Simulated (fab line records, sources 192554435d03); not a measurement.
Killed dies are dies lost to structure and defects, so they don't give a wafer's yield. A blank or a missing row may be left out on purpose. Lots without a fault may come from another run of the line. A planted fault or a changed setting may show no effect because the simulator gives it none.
A struck lot beside a sound one | flow n5_finfet | 41 steps out of a route of 1938
Sound: wafers L425.1, L425.2, L425.3. Struck: wafer L435.2. The cause comes at the end.
At each step with rows: each side's tool, then ch and its chambers, then its first start. Under that, the readings that differ: sound wafers | struck wafers | difference of the means | sigmas: that difference in standard deviations of wafers without a fault.
alike: readings whose means differ by less than 2 such deviations, and words and numbers that are the same on both sides. not compared: withheld readings, readings that some wafer has no value for, bounds like >300 that may hide the same value, and numbers for which the record gives no deviation and whose values overlap.
The two part at a step that has a row with sigmas, a row that says differs or no value, or rows on one side only. Numbers that don't overlap but have no deviation are shown without sigmas and don't part them. A reading that every wafer of one side lacks parts them only if that side has two wafers or more.

first, 1 step without rows for these wafers: N5_BEOL_M0_STRIP_142 (strips in N2/H2, time 10 s).
N5_BEOL_M0_OCD_MEAS_108:
  sound on ocd-02, day 7 00:43; struck on ocd-01, day 9 18:49
  alike: trench_depth_nm
then, 2 steps without rows for these wafers: N5_BEOL_M0_HM_STRIP_129 (strips TiN in peroxide tin strip, target depth 17 nm, time 108 s); N5_BEOL_M0_SRD_130 (time 30 s).
N5_BEOL_M0_ETCH_109: etches SiCN in CH3F/O2, target depth 8 nm, overetch 2.4 nm, time 27.4 s.
  sound on rie_diel-03 ch 0,1,2, day 7 00:50; struck on rie_diel-04 ch 1, day 9 18:56
  reading                | sound       | struck | difference | sigmas
  rf_hours_counter_h (h) | 149 163 240 | 18     | -166       |
  alike: drypump_motor_current_A, oes_product_au, rf_vpp_V, showerhead_plenum_p_Torr, throttle_valve_pct
then, 7 steps without rows for these wafers: N5_BEOL_M0_STRIP_139 (strips in post etch residue remover, time 60 s); N5_BEOL_M0_SRD_111 (time 30 s); N5_BEOL_M0_DEGAS_112 (time 60 s); N5_BEOL_M0_PRE_CLEAN_113 (time 30 s); N5_BEOL_M0_ALD_136 (deposits TaN, pulse time 2 s, purge time 3 s, co reactant purge time 2 s); N5_BEOL_M0_SURFACE_TREAT_137; N5_BEOL_M0_CVD_115 (deposits Co from CCTBA/H2, time 120 s).
N5_BEOL_M0_SPUTTER_116: material Cu, target thk 4 nm, time 7.37 s.
  sound on pvd_sputter-02, day 7 02:11; struck on pvd_sputter-03, day 9 21:32
  alike: chuck_gas_flow_sccm, throttle_valve_pct
then, 2 steps without rows for these wafers: N5_BEOL_M0_ANNEAL_117 (time 60 s); N5_BEOL_M0_SPUTTER_132 (material Cu, target thk 4 nm, time 7.37 s).
N5_BEOL_M0_ANNEAL_133: time 60 s.
  sound on pvd_sputter-02, day 7 02:23; struck on pvd_sputter-03, day 9 21:44
  alike: heater_power_w
then, 2 steps without rows for these wafers: N5_BEOL_M0_SPUTTER_134 (material Cu, target thk 4 nm, time 7.37 s); N5_BEOL_M0_ANNEAL_135 (time 60 s).
N5_BEOL_M0_SPUTTER_141: material Cu, target thk 4 nm, time 7.37 s.
  sound on pvd_sputter-02, day 7 02:32; struck on pvd_sputter-03, day 9 21:53
  alike: chuck_gas_flow_sccm, throttle_valve_pct
then, 3 steps without rows for these wafers: N5_BEOL_M0_ECD_118 (material Cu, target thk 300 nm); N5_BEOL_M0_ANNEAL_119 (time 90 s); N5_BEOL_M0_CMP_120 (polishes, stops on SiOC, t overpolish 6.9 s).
N5_BEOL_M0_PRE_CLEAN_131: time 15 s.
  sound on cvd_co-02 ch 0,2, day 7 03:42; struck on cvd_co-01 ch 0, day 9 22:43
  alike: heater_power_outer_w, heater_power_w
then, 3 steps without rows for these wafers: N5_BEOL_M0_CO_CAP_123 (material Co, precursor CCTBA/H2, target thk 2 nm, time 102.1 s); N5_BEOL_M0_PRE_CLEAN_124 (time 15 s); N5_BEOL_M0_DEP_125 (deposits SiCN from 3MS/NH3, target thk 8 nm, time 14 s).
N5_BEOL_M0_RS_MEAS_126: measures by four-point-probe.
  sound on film_metro-02, day 7 03:59; struck on film_metro-02, day 9 22:56
  alike: M0_RS
then, 1 step without rows for these wafers: N5_BEOL_M1_ILD_DEP_00 (deposits SiOC from DEMS/O2, target thk 79 nm, time 15.3 s).
N5_BEOL_M1_THK_MEAS_01:
  sound on film_metro-01, day 7 04:07; struck on film_metro-02, day 9 23:04
  alike: M1_ILD_THK
then, 1 step without rows for these wafers: N5_BEOL_M1_PECVD_72 (deposits SiO2 from TEOS/O2, target thk 16 nm, time 18 s).
N5_BEOL_M1_HM_DEP_02: deposits TiN, target thk 20 nm.
  sound on pvd_sputter-02, day 7 05:19; struck on pvd_sputter-03, day 10 00:26
  alike: throttle_valve_pct
then, 9 steps without rows for these wafers: N5_BEOL_M1_COAT_61 (time 60 s, resist thk 60 nm); N5_BEOL_M1_COAT_62 (time 60 s, resist thk 12 nm); N5_BEOL_M1_COAT_73 (time 60 s, resist thk 5 nm); N5_BEOL_M1_COAT_05 (resist thk 30 nm); N5_BEOL_M1_EBR_07; N5_BEOL_M1_SOFTBAKE_06 (time 60 s); N5_BEOL_M1_EXPOSE_08 (exposes mask M1); N5_BEOL_M1_PEB_09 (peb time 60 s); N5_BEOL_M1_DEVELOP_10 (develop time 30 s).
-- the record jumps here: 7 days lie between the struck wafers' starts before and after (it left off in module BEOL_M1 and takes up again in module PASSIVATION, whose first step shown is number 1936 of the route) --
N5_PASSIVATION_PROBE_49:
  sound on prober-02, day 15 00:19; struck on prober-02, day 17 11:47
  reading                  | sound          | struck | difference | sigmas
  defect_limited_yield (%) | 91.5 90.8 89.6 | 80.1   | -10.5      | -8
  killed_at_M0_to_M3       | 35 43 51       | 178    | +135       | +14
  killed_dies              | 100 108 123    | 235    | +125       | +8
  sort_bin_5_function (%)  | 5.4 5.8 6.3    | 12.2   | +6.4       | +7
  sort_bin_6_memory (%)    | 2.7 3.2 3.8    | 4.7    | +1.5       | +2
  sort_n_pass              | 1080 1072 1057 | 945    | -125       | -7
  sort_yield_pct (%)       | 91.5 90.8 89.6 | 80.1   | -10.5      | -7
  alike: killed_at_M4_up, killed_at_contacts, killed_at_front_end, killed_at_other, killed_open, killed_short, sort_bin_8_speed

WHERE THEY PART
Only at N5_PASSIVATION_PROBE_49, within this record.

WHY: what the simulator had put in
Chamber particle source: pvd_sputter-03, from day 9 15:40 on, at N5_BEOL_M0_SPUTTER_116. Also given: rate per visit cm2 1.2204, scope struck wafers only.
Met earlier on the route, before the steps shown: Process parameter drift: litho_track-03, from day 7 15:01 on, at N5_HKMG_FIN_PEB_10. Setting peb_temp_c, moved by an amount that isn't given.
